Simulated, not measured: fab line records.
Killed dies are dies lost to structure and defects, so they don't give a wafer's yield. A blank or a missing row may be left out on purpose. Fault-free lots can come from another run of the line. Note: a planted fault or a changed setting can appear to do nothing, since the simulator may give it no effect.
Comparing a struck lot with a sound one	flow n5Finfet	35 steps out of a route of 1938
Sound: wafers L369.2, L369.4, L369.5. The struck wafers were L374.2, L374.4, L374.6. At the end, the cause is stated.
Each step with rows lists, per side, the tool, then ch with its chambers, then its first start. Under that, the readings that differ: sound wafers	struck wafers	difference of the means	sigmas: that difference in standard deviations of wafers without a fault.
alike: a reading whose means differ by less than 2 such deviations, as well as words and numbers matching on both sides. not compared: withheld readings; readings where some wafer has no value; bounds like >300 that might hide an equal value; numbers whose values overlap and for which the record gives no deviation.
A row with sigmas, a row that says differs or no value, or rows on one side alone: a step with any of these is where the two part. When numbers do not overlap yet have no deviation, they are printed without sigmas and do not part them. Lack of a reading on every wafer of one side parts them only where that side has two or more wafers.

first, 11 steps without rows for these wafers: N5_MOL_CONTACT_COAG_STRIP_68 (strips in N2/H2); N5_MOL_CONTACT_COAG_STRIP_69 (strips in N2/H2); N5_MOL_CONTACT_COAG_ETCHBACK_136 (etches SiO2 in CHF3, target depth 25 nm, time 16.7 s); N5_MOL_CONTACT_COAG_STRIP_120 (strips in CHF3); N5_MOL_CONTACT_COAG_VIA_ETCH_117 (etches SiO2 in C4F6/O2, target depth 40 nm, overetch 8 nm, time 26 s); N5_MOL_CONTACT_COAG_ETCH_124 (etches SiNx in CH3F/O2, stops on SiOC, target depth 6.5 nm); N5_MOL_CONTACT_COAG_ETCH_48 (etches SiOC in C4F6/O2, target depth 15 nm, overetch 4.5 nm, time 17 s); N5_MOL_CONTACT_COAG_STRIP_72 (strips in N2/H2); N5_MOL_CONTACT_COAG_STRIP_49 (strips in N2/H2, time 30 s); N5_MOL_CONTACT_COAG_PRECLEAN_138 (cleans in alkaline clean, time 60 s); N5_MOL_CONTACT_COAG_SRD_139 (time 30 s).
N5_MOL_CONTACT_COAG_PRE_CLEAN_121:
  sound on cvdW-02 ch 1, day 7 04:41; struck on cvdW-02 ch 1, day 8 09:38
then, 22 steps without rows for these wafers: N5_MOL_CONTACT_COAG_CVD_140 (deposits W, target thk 66.5 nm, time 215 s); N5_MOL_CONTACT_COAG_PRECLEAN_127 (cleans in DIW, time 57.5 s); N5_MOL_CONTACT_COAG_SRD_128 (dry time 32 s); N5_MOL_CONTACT_COAG_CMP_52 (polishes, stops on SiO2, t overpolish 1.5 s, target thk 66.5 nm); N5_MOL_CONTACT_COAG_ANNEAL_112 (time 1800 s); N5_BEOL_M0_SAQP_PECVD_00 (deposits SiCN from 3MS/NH3, target thk 8 nm, time 14 s); N5_BEOL_M0_SAQP_ILD_DEP_01 (deposits SiOC from DEMS/O2, target thk 45.419 nm, time 8.7 s); N5_BEOL_M0_SAQP_HM_DEP_02 (deposits TiN, target thk 12 nm); N5_BEOL_M0_SAQP_PECVD_03 (deposits SiCN from 3MS/NH3, target thk 12 nm, time 21.1 s); N5_BEOL_M0_SAQP_PECVD_96 (deposits a-Si from SiH4/He, target thk 45 nm, time 45.2 s); N5_BEOL_M0_SAQP_PECVD_97 (deposits SiNx from SiH4/NH3/N2, target thk 23 nm, time 19.9 s); N5_BEOL_M0_SAQP_PECVD_04 (deposits a-Si from SiH4/He, target thk 60 nm, time 60.2 s); N5_BEOL_M0_SAQP_HM_DEP_111 (deposits SiO2 from SiH4/N2O, target thk 12 nm, time 7.2 s); N5_BEOL_M0_SAQP_COAT_81 (time 60 s, resist thk 100 nm); N5_BEOL_M0_SAQP_COAT_82 (time 60 s, resist thk 30 nm); N5_BEOL_M0_SAQP_COAT_08 (resist thk 90 nm); N5_BEOL_M0_SAQP_EBR_10; N5_BEOL_M0_SAQP_SOFTBAKE_09 (time 60 s); N5_BEOL_M0_SAQP_EXPOSE_11 (exposes mask M0 CORE, target cd 42 nm); N5_BEOL_M0_SAQP_PEB_12 (peb time 60 s); N5_BEOL_M0_SAQP_DEVELOP_13 (develop time 30 s); N5_BEOL_M0_SAQP_DESCUM_19 (chemistry O2, time 7.9 s).
-- the record jumps here: 7 days lie between the struck wafers' starts before and after (it left off in module BEOL_M0_SAQP and takes up again in module PASSIVATION, whose first step shown is number 1936 of the route) --
N5_PASSIVATION_PROBE_49:
  the record has rows for the struck wafers here (prober-01, day 15 19:34) and none for the sound ones

== WHERE THEY PART ==
At N5_PASSIVATION_PROBE_49 and nowhere else, as far as this record goes.

WHY: what had been put in by the simulator
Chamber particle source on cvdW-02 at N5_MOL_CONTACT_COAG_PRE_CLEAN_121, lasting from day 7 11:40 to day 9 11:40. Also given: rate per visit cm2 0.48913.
